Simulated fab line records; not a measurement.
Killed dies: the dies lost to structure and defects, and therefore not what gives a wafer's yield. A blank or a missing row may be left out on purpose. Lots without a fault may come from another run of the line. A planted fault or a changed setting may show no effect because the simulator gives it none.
Commonality check across tools / flow n5-finfet / 9 lots, 27 wafers sampled

== THE REASON FOR OPENING IT ==
2 of 9 lots carry a flag on the reading V0_OVL at N5_BEOL_M1_OVL_MEAS_29. Fault-free wafers read -0.1 nm, with a standard deviation of 0.67.
Rule: a lot is flagged when every wafer of it that has a number lies more than 4 standard deviations from that mean, or none has a number. The other lots count as sound.

lot=L737; measured=day 6 03:25; on=overlay-01; V0_OVL (nm), wafer by wafer=-0.2 -0.1 -0.7; flag=
lot=L738; measured=day 6 07:20; on=overlay-01; V0_OVL (nm), wafer by wafer=0.4 0.8 1.1; flag=
lot=L742; measured=day 7 11:12; on=overlay-02; V0_OVL (nm), wafer by wafer=-0.6 -1.2 -1.0; flag=
lot=L744; measured=day 7 19:23; on=overlay-02; V0_OVL (nm), wafer by wafer=13.5 13.5 13.9; flag=FLAGGED
lot=L745; measured=day 8 06:49; on=overlay-01; V0_OVL (nm), wafer by wafer=12.7 12.9 13.2; flag=FLAGGED
lot=L747; measured=day 8 17:55; on=overlay-01; V0_OVL (nm), wafer by wafer=-0.1 0.3 0.5; flag=
lot=L756; measured=day 10 20:50; on=overlay-01; V0_OVL (nm), wafer by wafer=-0.2 0.6 0.4; flag=
lot=L757; measured=day 11 02:16; on=overlay-01; V0_OVL (nm), wafer by wafer=-0.4 -0.3 0.4; flag=
lot=L759; measured=day 11 19:22; on=overlay-01; V0_OVL (nm), wafer by wafer=-0.2 -0.6 -1.3; flag=
The numbers of the flagged lots are 13.3 nm on average: +13.4 nm against the usual, or +20 standard deviations.

== LOT BY LOT: THE TOOL USED ==
Before the reading, the record contains 2 process steps out of a 1938-step route. Cell contents, in order: the tool; ch with the chambers the sampled wafers went through; the start.
lot=L737; flag=; N5_BEOL_M1_DESCUM_16=rie-diel-03 ch 1,2,3, day 6 02:27; N5_BEOL_M1_EXPOSE_25=euv-scanner-01 ch 0, day 6 03:15
lot=L738; flag=; N5_BEOL_M1_DESCUM_16=rie-diel-03 ch 0,3, day 6 06:32; N5_BEOL_M1_EXPOSE_25=euv-scanner-01 ch 0, day 6 07:09
lot=L742; flag=; N5_BEOL_M1_DESCUM_16=rie-diel-01 ch 0,2,3, day 7 10:12; N5_BEOL_M1_EXPOSE_25=euv-scanner-01 ch 0, day 7 11:01
lot=L744; flag=FLAGGED; N5_BEOL_M1_DESCUM_16=rie-diel-01 ch 1,2,3, day 7 18:37; N5_BEOL_M1_EXPOSE_25=euv-scanner-01 ch 0, day 7 19:13
lot=L745; flag=FLAGGED; N5_BEOL_M1_DESCUM_16=rie-diel-01 ch 1,2,3, day 8 06:02; N5_BEOL_M1_EXPOSE_25=euv-scanner-01 ch 0, day 8 06:38
lot=L747; flag=; N5_BEOL_M1_DESCUM_16=rie-diel-03 ch 0,3, day 8 17:01; N5_BEOL_M1_EXPOSE_25=euv-scanner-02 ch 0, day 8 17:44
lot=L756; flag=; N5_BEOL_M1_DESCUM_16=rie-diel-04 ch 0,1,3, day 10 19:56; N5_BEOL_M1_EXPOSE_25=euv-scanner-02 ch 0, day 10 20:40
lot=L757; flag=; N5_BEOL_M1_DESCUM_16=rie-diel-03 ch 1,3, day 11 01:28; N5_BEOL_M1_EXPOSE_25=euv-scanner-02 ch 0, day 11 02:05
lot=L759; flag=; N5_BEOL_M1_DESCUM_16=rie-diel-01 ch 0,1,3, day 11 18:26; N5_BEOL_M1_EXPOSE_25=euv-scanner-02 ch 0, day 11 19:11
What the steps here do:
- N5_BEOL_M1_DESCUM_16: chemistry O2, time 7 s.
- N5_BEOL_M1_EXPOSE_25: exposes mask V0, defocus 5 nm, target cd 24 nm.
- N5_BEOL_M1_OVL_MEAS_29

== FLAGGED OVER TOTAL, TOOL BY TOOL (the gauges that took the reading come last) ==
step=N5_BEOL_M1_DESCUM_16; tool=rie-diel-01; lots run=4; flagged=2; share of the flagged lots=all; sound lots run after its first flagged lot=1 (L759)
step=N5_BEOL_M1_DESCUM_16; tool=rie-diel-03; lots run=4; flagged=0; share of the flagged lots=none; sound lots run after its first flagged lot=-
step=N5_BEOL_M1_DESCUM_16; tool=rie-diel-04; lots run=1; flagged=0; share of the flagged lots=none; sound lots run after its first flagged lot=-
step=N5_BEOL_M1_EXPOSE_25; tool=euv-scanner-01; lots run=5; flagged=2; share of the flagged lots=all; sound lots run after its first flagged lot=0
step=N5_BEOL_M1_EXPOSE_25; tool=euv-scanner-02; lots run=4; flagged=0; share of the flagged lots=none; sound lots run after its first flagged lot=-
step=N5_BEOL_M1_OVL_MEAS_29; tool=overlay-01; lots run=7; flagged=1; share of the flagged lots=some; sound lots run after its first flagged lot=4 (L747,L756,L757,L759)
step=N5_BEOL_M1_OVL_MEAS_29; tool=overlay-02; lots run=2; flagged=1; share of the flagged lots=some; sound lots run after its first flagged lot=0

== WHAT THE TABLE PERMITS ==
Every flagged lot went through 2 rows of the table: rie-diel-01 at N5_BEOL_M1_DESCUM_16 and euv-scanner-01 at N5_BEOL_M1_EXPOSE_25.
- rie-diel-01 at N5_BEOL_M1_DESCUM_16: 2 of its 4 lots flagged. Lots that were sound ran on it after the first flagged one (L759); a persistent fault on the entire tool would not allow that.
- euv-scanner-01 at N5_BEOL_M1_EXPOSE_25: 2 of its 5 lots flagged. Last sound lot L742 at day 7 11:01, first flagged lot L744 at day 7 19:13; a fault beginning in between fits.
What remains is a single tool, euv-scanner-01 at N5_BEOL_M1_EXPOSE_25.

== WHAT HAD BEEN PUT IN BY THE SIMULATOR ==
Scanner matching overlay: euv-scanner-01, from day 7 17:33 on, at N5_BEOL_M1_EXPOSE_25. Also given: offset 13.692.
Shown lots that were struck: L744, L745. Same finding as the rule above.
